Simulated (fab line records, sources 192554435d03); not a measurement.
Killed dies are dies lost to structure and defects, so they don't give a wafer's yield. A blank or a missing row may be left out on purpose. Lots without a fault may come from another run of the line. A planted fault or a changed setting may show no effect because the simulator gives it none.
Chamber matching | flow n5_finfet | N5_MOL_CONTACT_COAG_ETCHBACK_132 on rie_diel-04: 4 sister chambers
The step etches SiO2 in CHF3, target depth 10 nm, time 6.7 s. 8 wafers are shown with their chamber, then 9 later ones without.

WAFERS WITH THEIR CHAMBER
wafer  | chamber | drypump_motor_current_A (A) | throttle_valve_pct (%)
L080.2 | 0       | 5.6                         | 19.15
L086.5 | 0       | 5.6                         | 19.16
L088.4 | 3       | 5.7                         | 18.50
L090.1 | 1       | 5.6                         | 18.69
L090.5 | 2       | 6.5                         | 18.65
L092.1 | 1       | 5.6                         | 18.70
L092.2 | 3       | 5.6                         | 18.51
L092.3 | 2       | 6.5                         | 18.66

WAFERS WITHOUT THEIR CHAMBER
wafer  | drypump_motor_current_A (A) | throttle_valve_pct (%)
L093.1 | 5.6                         | 18.52
L093.2 | 6.5                         | 18.65
L093.4 | 5.6                         | 18.69
L096.2 | 6.5                         | 18.68
L096.4 | 5.6                         | 18.55
L096.6 | 5.6                         | 18.67
L097.3 | 5.6                         | 18.80
L097.4 | 6.5                         | 18.68
L097.5 | 5.6                         | 18.80

WHICH CHAMBER EACH WENT THROUGH
wafer  | from the rows above | in truth
L093.1 | 3                   | 3
L093.2 | 2                   | 2
L093.4 | 1                   | 1
L096.2 | 2                   | 2
L096.4 | 3                   | 3
L096.6 | 1                   | 1
L097.3 | 1                   | 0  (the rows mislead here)
L097.4 | 2                   | 2
L097.5 | 1                   | 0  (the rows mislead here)
Placed correctly: 7 of 9. Can't be placed from these rows: 0. Placed wrongly: 2.
How it was worked out, from the rows above alone: a wafer's distance from a chamber is the root of the sum, over the readings, of the square of ((its reading less the chamber's mean) divided by the reading's scatter). The wafer belongs to the nearest chamber; if the next one is less than 2 further off, it can't be placed. A chamber's mean is the mean of its shown wafers. The scatter: the root of (the sum of the squares of (reading less its chamber's mean) over the shown wafers, divided by (wafers less chambers)).
